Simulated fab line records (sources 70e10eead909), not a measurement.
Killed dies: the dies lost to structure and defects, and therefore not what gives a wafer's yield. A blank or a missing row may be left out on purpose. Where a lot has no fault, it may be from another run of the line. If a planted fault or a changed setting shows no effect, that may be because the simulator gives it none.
fab line records	flow nand_harc
[record] lots = 11	wafers = 32	last_day = 33
route steps=1302 shown A_BLC@1132 A_M0@1145 END@1302
lots that met no fault: from a run of the same line without faults
start_h: hours from the record's first day to the start of the lot's first wafer shown	wait_h: time in hours since the lot's previous step	" as in the row above	L1.1+2: several wafers, shown together as one row	- no value, or no start was given	* or withheld: withheld	< > ~ a bound
route shown NAME@n: NAME is a module with steps in the file, n the number in the route of the first one	usual: mean and standard deviation over wafers with no fault	same: alike in all rows	chamber/n: place in a boat	sites: readings site by site	_std_site: the values' standard deviation	_edge_site: mean of outer sites minus mean of inner sites	radius_mm: for every site, how far away it sits from the centre of the wafer	mask NAME#n: copy n	behind: the tool/chamber that last shaped the wafer	hold: the reason the lot was held/the length of the hold in hours/how it ended	device: which transistor (n, p or np) failed to switch	end of line: the route-end tests of the same wafers	a step without rows: its recipe alone	killed: the dies lost at the first sort to structure and to defects; this is not the yield of the wafer	map: the dies of a wafer, with x for killed, . for not killed, _ for no die there
set.NAME: the run value of the setting; set.NAME@STEP: its run value at that earlier step	model.NAME: the simulator's own value behind a step, which no gauge read
the route's steps for a sample of lots (tables are steps, rows are wafers)
services: when a tool's chamber went out of use (start_h, in hours from the record's first day, below 0 if earlier), for how many hours, and the reason
[[steps]]
[step NHARC_A_BLC_CVD_24]
[recipe] target_thk_a = 1500	temp_c = 300	pressure_torr = 40	wf6_flow_sccm = 40	h2_flow_sccm = 1600	ar_flow_sccm = 1560	time_s = 434	material = W
[usual] heater_power_w = 428/22	throttle_valve_pct = 7.79/0.29
lot.wafer	tool	chamber	start_h	wait_h	heater_power_w	throttle_valve_pct
L165.2	cvd_w-02	0	-	-	404	7.88
L165.1	"	1	"	"	442	8.23
L165.5	"	0	"	"	411	7.65
L166.2	cvd_w-01	0	-	-	448	7.42
L166.4	"	1	"	"	414	7.33
L166.5	"	0	"	"	442	7.64
L170.1	cvd_w-02	1	-	-	445	8.10
L170.3	"	1	"	"	453	7.89
L170.4	"	0	"	"	403	8.00
L171.3	cvd_w-02	1	-	-	456	8.27
L171.5	"	1	"	"	440	8.27
L171.6	"	1	"	"	447	8.10
L174.2	cvd_w-01	0	-	-	448	7.78
L174.4	"	0	"	"	445	7.59
L174.6	"	1	"	"	464	7.25
L173.3	cvd_w-02	1	-	-	435	7.97
L173.4	"	0	"	"	414	7.97
L173.5	"	1	"	"	448	7.94
L182.2	cvd_w-02	1	-	-	419	8.02
L182.3	"	0	"	"	399	7.47
L182.6	"	0	"	"	400	7.79
L184.3	cvd_w-02	1	-	-	412	7.93
L184.5	"	0	"	"	402	7.67
L185.1	cvd_w-02	0	-	-	390	7.70
L185.2	"	1	"	"	421	8.09
L185.5	"	0	"	"	402	7.82
L188.3	cvd_w-01	1	-	-	423	7.41
L188.4	"	0	"	"	467	7.86
L188.6	"	0	"	"	473	7.75
L187.3	cvd_w-02	1	-	-	419	8.18
L187.6	"	1	"	"	408	8.28
L187.5	"	0	"	"	408	7.84
[step NHARC_A_M0_PEB_07]
[recipe] peb_temp_c = 100	peb_time_s = 65
[usual] chill_plate_temp_C = 23.02/0.1
lot.wafer	tool	chamber	start_h	wait_h	chill_plate_temp_C
L165.1	litho_track-04	0	518.82	0.1	23.13
L165.2	"	0	"	"	22.84
L165.5	"	0	"	"	23.01
L166.2	litho_track-06	0	542.35	0.1	23.08
L166.4	"	0	"	"	22.84
L166.5	"	0	"	"	23.02
L170.1	litho_track-01	0	559.02	0.1	22.92
L170.3	"	0	"	"	22.99
L170.4	"	0	"	"	23.03
L171.3	litho_track-04	0	580.31	0.0	23.16
L171.5	"	0	"	"	22.88
L171.6	"	0	"	"	23.10
L174.2	litho_track-01	0	596.25	0.1	23.01
L174.4	"	0	"	"	23.06
L174.6	"	0	"	"	22.89
L173.3	litho_track-01	0	596.79	0.0	23.01
L173.4	"	0	"	"	22.95
L173.5	"	0	"	"	22.92
L182.2	litho_track-04	0	678.33	0.1	22.96
L182.3	"	0	"	"	22.95
L182.6	"	0	"	"	22.86
L184.3	litho_track-04	0	709.49	0.0	22.94
L184.5	"	0	"	"	23.05
L185.1	litho_track-01	0	714.75	0.1	23.02
L185.2	"	0	"	"	23.11
L185.5	"	0	"	"	23.15
L188.3	litho_track-01	0	754.26	0.0	22.83
L188.4	"	0	"	"	23.04
L188.6	"	0	"	"	22.98
L187.3	litho_track-01	0	755.11	0.0	22.98
L187.5	"	0	"	"	23.03
L187.6	"	0	"	"	23.05
[step NHARC_A_M0_CD_MEAS_09]
[recipe] target_cd_nm = 80	landing_energy_ev = 500
[usual] cd_nm = 80.2/0.65
lot.wafer	tool	chamber	start_h	wait_h	cd_nm
L165.1	cd_sem-02	0	518.90	-	79.7
L165.2	"	0	"	"	80.7
L165.5	"	0	"	"	81.4
L166.2	cd_sem-01	0	542.44	-	80.3
L166.4	"	0	"	"	80.5
L166.5	"	0	"	"	80.4
L170.1	cd_sem-01	0	559.10	-	81.2
L170.3	"	0	"	"	80.5
L170.4	"	0	"	"	80.4
L171.3	cd_sem-01	0	580.39	-	79.4
L171.5	"	0	"	"	81.4
L171.6	"	0	"	"	79.6
L174.2	cd_sem-01	0	596.33	-	80.3
L174.4	"	0	"	"	80.7
L174.6	"	0	"	"	79.4
L173.3	cd_sem-02	0	596.87	-	80.6
L173.4	"	0	"	"	80.4
L173.5	"	0	"	"	80.3
L182.2	cd_sem-02	0	678.41	-	79.2
L182.3	"	0	"	"	79.2
L182.6	"	0	"	"	85.0
L184.3	cd_sem-01	0	709.57	-	80.4
L184.5	"	0	"	"	86.3
L185.1	cd_sem-03	0	714.83	-	80.8
L185.2	"	0	"	"	80.6
L185.5	"	0	"	"	79.7
L188.3	cd_sem-01	0	754.35	-	80.3
L188.4	"	0	"	"	80.4
L188.6	"	0	"	"	81.0
L187.3	cd_sem-02	0	755.19	-	80.9
L187.5	"	0	"	"	80.3
L187.6	"	0	"	"	79.9
[step NHARC_A_M0_DESCUM_14]
[recipe] time_s = 3	o2_flow_sccm = 200	ar_flow_sccm = 0	bias_power_w = 0	chemistry = O2
[usual] drypump_motor_current_A = 5.7/0.47	oes_product_au = 1.003/0.011	rf_vpp_V = 57.8/0.87	showerhead_plenum_p_Torr = 1.89/0.069	throttle_valve_pct = 11.311/0.0087
lot.wafer	tool	chamber	start_h	wait_h	drypump_motor_current_A	oes_product_au	rf_hours_counter_h	rf_vpp_V	showerhead_plenum_p_Torr	throttle_valve_pct
L165.1	rie_diel-10	3	519.09	0.1	5.7	0.996	5.5	56.4	1.91	11.305
L165.2	"	2	"	"	5.5	1.011	5.6	60.0	1.88	11.317
L165.5	"	0	"	"	5.1	0.987	-	57.1	1.83	11.308
L166.2	rie_diel-10	2	542.64	0.1	5.5	1.006	6.4	56.6	1.88	11.312
L166.4	"	3	"	"	5.7	0.985	6.1	57.1	1.91	11.315
L166.5	"	1	"	"	5.6	1.016	-	58.5	2.06	11.302
L170.4	rie_diel-03	1	559.28	0.1	5.5	1.019	4.1	59.1	1.88	11.299
L170.1	"	3	"	"	5.7	1.022	2.9	58.3	1.93	11.303
L170.3	"	0	"	"	6.0	1.005	3.7	58.4	1.87	11.340
L171.3	rie_diel-01	0	580.58	0.1	6.7	0.985	0.8	57.2	1.90	11.313
L171.6	"	3	"	"	6.4	1.013	-	58.6	1.88	11.301
L171.5	"	0	"	"	6.7	0.991	-	59.1	1.90	11.314
L174.2	rie_diel-10	0	596.53	0.1	5.0	0.993	9.8	57.8	1.83	11.312
L174.4	"	1	"	"	5.6	1.010	10.4	57.5	2.06	11.318
L174.6	"	3	"	"	5.6	1.004	-	58.4	1.91	11.301
L173.3	rie_diel-03	2	597.05	0.1	5.1	1.014	6.3	57.4	1.79	11.320
L173.4	"	3	"	"	5.8	1.023	5.1	58.7	1.93	11.313
L173.5	"	3	"	"	5.8	1.017	-	56.7	1.93	11.303
L182.3	rie_diel-01	0	678.60	0.1	6.7	1.001	6.0	57.5	1.90	11.313
L182.2	"	1	"	"	5.4	0.983	5.8	57.6	1.79	11.309
L182.6	"	3	"	"	6.4	0.993	-	58.8	1.87	11.301
L184.3	rie_diel-03	2	709.75	0.1	5.1	0.991	2.4	56.1	1.79	11.328
L184.5	"	1	"	"	5.5	0.994	-	57.2	1.88	11.324
L185.1	rie_diel-10	1	715.02	0.1	5.6	1.018	4.9	59.2	2.05	11.312
L185.2	"	3	"	"	5.7	1.018	4.4	57.8	1.91	11.321
L185.5	"	1	"	"	5.6	1.015	-	56.8	2.05	11.291
L188.3	rie_diel-01	2	754.53	0.1	5.9	1.002	0.3	58.2	1.93	11.303
L188.6	"	2	"	"	5.9	1.002	-	58.1	1.93	11.316
L188.4	"	0	"	"	6.7	1.002	-	59.3	1.90	11.306
L187.3	rie_diel-01	2	755.41	0.1	5.9	1.015	-	58.4	1.93	11.296
L187.5	"	2	"	"	5.9	1.000	-	57.6	1.93	11.311
L187.6	"	0	"	"	6.6	0.995	-	57.7	1.90	11.310
[step NHARC_A_M0_CD_MEAS_16]
[usual] cd_nm = 80.0/0.91
lot.wafer	tool	chamber	start_h	wait_h	cd_nm
L165.1	cd_sem-01	-	519.39	-	79.3
L165.2	"	-	"	"	80.1
L165.5	"	-	"	"	80.6
L166.2	cd_sem-03	-	542.92	-	79.9
L166.4	"	-	"	"	80.9
L166.5	"	-	"	"	80.3
L170.1	cd_sem-01	-	559.58	-	82.6
L170.3	"	-	"	"	81.3
L170.4	"	-	"	"	79.6
L171.3	cd_sem-02	-	580.88	-	80.0
L171.5	"	-	"	"	82.0
L171.6	"	-	"	"	80.2
L174.2	cd_sem-01	-	596.84	-	80.2
L174.4	"	-	"	"	79.7
L174.6	"	-	"	"	78.8
L173.3	cd_sem-03	-	597.36	-	80.1
L173.4	"	-	"	"	80.7
L173.5	"	-	"	"	81.0
L182.2	cd_sem-01	-	678.89	-	79.6
L182.3	"	-	"	"	79.1
L182.6	"	-	"	"	85.2
L184.3	cd_sem-01	-	710.10	-	79.2
L184.5	"	-	"	"	84.8
L185.1	cd_sem-02	-	715.32	-	80.9
L185.2	"	-	"	"	80.7
L185.5	"	-	"	"	79.5
L188.3	cd_sem-01	-	754.87	-	80.2
L188.4	"	-	"	"	80.8
L188.6	"	-	"	"	80.4
L187.3	cd_sem-02	-	755.80	0.1	80.1
L187.5	"	-	"	"	79.5
L187.6	"	-	"	"	80.0
[step NHARC_A_M0_STRIP_18]
[recipe] power_w = 1000	n2_flow_sccm = 150	h2_flow_sccm = 150	ar_flow_sccm = 0	bias_w = 0	chemistry = N2/H2
[usual] drypump_motor_current_A = 5.7/0.47	h2_flow_sccm = 149.9/0.43	oes_product_au = 1.004/0.011	rf_vpp_V = 90.4/0.91	showerhead_plenum_p_Torr = 2.01/0.079	throttle_valve_pct = 14.172/0.0099
lot.wafer	tool	chamber	start_h	wait_h	drypump_motor_current_A	h2_flow_sccm	oes_product_au	rf_hours_counter_h	rf_vpp_V	showerhead_plenum_p_Torr	throttle_valve_pct
L165.1	rie_diel-03	2	519.46	0.1	5.1	149.8	1.004	1	90.2	1.90	14.174
L165.2	"	1	"	"	5.5	151.3	1.016	1	90.3	2.01	14.167
L165.5	"	2	"	"	5.1	150.0	1.006	-	89.7	1.90	14.153
L166.2	rie_diel-01	2	542.99	0.1	5.9	149.8	1.020	11	91.9	2.06	14.172
L166.4	"	3	"	"	6.4	150.5	1.005	9	90.9	2.00	14.169
L166.5	"	3	"	"	6.5	150.2	1.007	-	89.7	2.00	14.186
L170.1	rie_diel-10	0	559.68	0.1	5.1	151.2	0.982	7	89.9	1.95	14.170
L170.4	"	1	"	"	5.6	149.8	1.016	7	91.5	2.20	14.164
L170.3	"	2	"	"	5.5	149.1	1.015	7	90.7	2.00	14.173
L171.3	rie_diel-10	2	581.00	0.1	5.5	149.6	1.020	8	90.1	2.00	14.174
L171.5	"	0	"	"	5.1	149.7	0.989	-	90.1	1.95	14.181
L171.6	"	1	"	"	5.6	150.8	1.013	-	91.6	2.20	14.159
L174.2	rie_diel-01	0	596.91	0.1	6.7	150.3	0.997	1	91.4	2.03	14.151
L174.4	"	3	"	"	6.5	149.5	0.994	1	90.3	2.00	14.165
L174.6	"	0	"	"	6.7	150.3	0.998	-	88.5	2.03	14.166
L173.4	rie_diel-01	1	597.46	0.1	5.4	149.4	0.995	1	91.1	1.90	14.161
L173.3	"	2	"	"	5.9	150.2	0.995	2	90.4	2.06	14.168
L173.5	"	1	"	"	5.4	150.2	1.004	-	90.6	1.90	14.170
L182.2	rie_diel-01	0	679.02	0.1	6.7	149.8	0.976	6	89.7	2.03	14.176
L182.3	"	1	"	"	5.4	150.0	0.994	6	89.8	1.90	14.178
L182.6	"	3	"	"	6.5	149.9	0.994	-	90.3	2.00	14.174
L184.3	rie_diel-10	0	710.22	0.1	5.1	149.5	1.009	5	89.6	1.95	14.176
L184.5	"	2	"	"	5.5	150.1	1.004	-	89.3	2.00	14.168
L185.2	rie_diel-03	1	715.43	0.1	5.5	149.6	0.986	3	90.7	2.00	14.168
L185.1	"	2	"	"	5.1	149.8	1.000	3	89.8	1.90	14.182
L185.5	"	2	"	"	5.1	149.2	0.997	-	89.7	1.90	14.184
L188.3	rie_diel-10	3	754.98	0.1	5.6	150.5	0.997	6	91.3	2.03	14.165
L188.4	"	3	"	"	5.7	149.5	0.995	-	89.7	2.03	14.161
L188.6	"	0	"	"	5.1	149.8	0.992	-	88.7	1.95	14.162
L187.3	rie_diel-10	3	755.91	0.1	5.6	149.8	1.007	6	90.3	2.03	14.165
L187.6	"	1	"	"	5.6	149.9	1.007	-	91.9	2.19	14.182
L187.5	"	0	"	"	5.1	149.8	1.008	-	90.3	1.95	14.185
[step NHARC_END_SORT_01]
[recipe] temp_c = 25
[usual] defect_limited_yield = 90.9/2.7	killed_at_array = 57/19	killed_at_other = 0.9/1.1	killed_at_periphery = 4.0/2.6	killed_dies = 62/19	killed_open = 3.3/1.8	killed_short = 2.4/1.7
[same] gross_dies = 677
lot.wafer	tool	chamber	start_h	wait_h	defect_limited_yield[%]	killed_at_array	killed_at_other	killed_at_periphery	killed_dies	killed_open	killed_short
L171.3	prober-01	0	619.78	3.1	92.5	49	1	1	51	6	2
L173.3	prober-01	0	636.79	3.1	92.2	51	2	0	53	2	0
L173.4	prober-01	0	637.59	3.4	91.1	58	0	2	60	3	6
L173.5	prober-01	0	638.39	3.7	92.6	49	1	0	50	2	2
// killed by level:class
L171.3 A_CHANNEL_HOLE_D1:chamber_film_flake=29 A_CHANNEL_HOLE_D2:chamber_film_flake=7 A_CONTACT:chamber_film_flake=2 A_BONDPAD:chamber_film_flake=2 P_GATE:geometric_particle:open=1 A_SOURCE_PLATE:geometric_particle:open=1 A_CHANNEL_HOLE_D1:geometric_particle:open=1 A_CHANNEL_FILL_D1:geometric_particle:open=1
L173.3 A_CHANNEL_HOLE_D2:chamber_film_flake=28 A_CHANNEL_HOLE_D1:chamber_film_flake=7 A_BLC:chamber_film_flake=6 A_CHANNEL_FILL_D1:chamber_film_flake=4 A_WL_FILL:chamber_film_flake=2 A_ONON_D2:geometric_particle:open=1 A_M0:geometric_particle:open=1 A_CHANNEL_FILL_D2:chamber_film_flake=1
L173.4 A_CHANNEL_HOLE_D2:chamber_film_flake=32 A_BLC:chamber_film_flake=6 A_CHANNEL_HOLE_D1:chamber_film_flake=3 A_WL_FILL:geometric_particle:short=2 A_STAIRCASE:chamber_film_flake=2 A_WL_FILL:chamber_film_flake=2 A_CONTACT:chamber_film_flake=2 P_CONTACT:geometric_particle:open=1
L173.5 A_CHANNEL_HOLE_D2:chamber_film_flake=28 A_CHANNEL_HOLE_D1:chamber_film_flake=6 A_BLC:chamber_film_flake=4 A_DECK1_JOINT:chamber_film_flake=2 A_CONTACT:chamber_film_flake=2 A_CHANNEL_FILL_D1:geometric_particle:short=1 A_CHANNEL_HOLE_D2:geometric_particle:short=1 A_SGD_CUT:geometric_particle:open=1
[[services]]
tool	chamber	start_h	hours	kind
rie_diel-01	1	503.60	3.7	repair
litho_track-01	-	505.00	7.0	pm
cvd_w-02	1	521.80	1.2	repair
rie_diel-01	-	531.81	0.4	repair
rie_diel-01	3	535.09	7.4	repair
rie_diel-10	0	543.35	1.4	repair
rie_diel-01	1	555.86	18.0	repair
rie_diel-01	-	557.94	9.0	pm
rie_diel-03	0	560.98	16.7	repair
cvd_w-02	0	570.32	14.0	repair
rie_diel-10	3	621.14	7.9	repair
rie_diel-01	0	621.33	10.3	repair
rie_diel-10	2	622.55	3.5	repair
rie_diel-01	2	626.29	3.5	repair
cvd_w-02	-	631.00	13.0	pm
rie_diel-01	2	658.28	1.4	repair
rie_diel-01	2	668.68	3.5	repair
litho_track-01	-	680.00	7.0	pm
rie_diel-10	3	727.15	7.1	repair
rie_diel-01	-	734.94	9.0	pm
rie_diel-10	2	737.16	29.5	repair
rie_diel-10	0	738.94	4.7	repair
rie_diel-01	1	752.26	19.6	repair
rie_diel-01	3	755.35	14.0	repair
[[key]]
[first_sign] step = NHARC_A_M0_CD_MEAS_09	reading = cd_nm	direction = up	sigmas = 8.4	usual = 80.2	struck = 85.7
[effect] step = NHARC_A_M0_CD_MEAS_16	reading = cd_nm	direction = up	sigmas = 5.5	usual = 80.0	struck = 85.0
met_at NHARC_A_M0_PEB_07
struck_lots L182,L184
struck_wafers L182.6,L184.5
not_acting_at NHARC_A_BLC_CVD_24,NHARC_A_M0_DESCUM_14,NHARC_A_M0_STRIP_18
onset_between 580.31 678.33
[fault] kind = process_parameter_drift	tool = litho_track-04	chamber = -	onset_h = 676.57	steps = NHARC_A_M0_PEB_07	channel = peb_time_s	offset = *	shape = step	end_h = 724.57	scope = struck_wafers_only	acts_in = *	stated = *
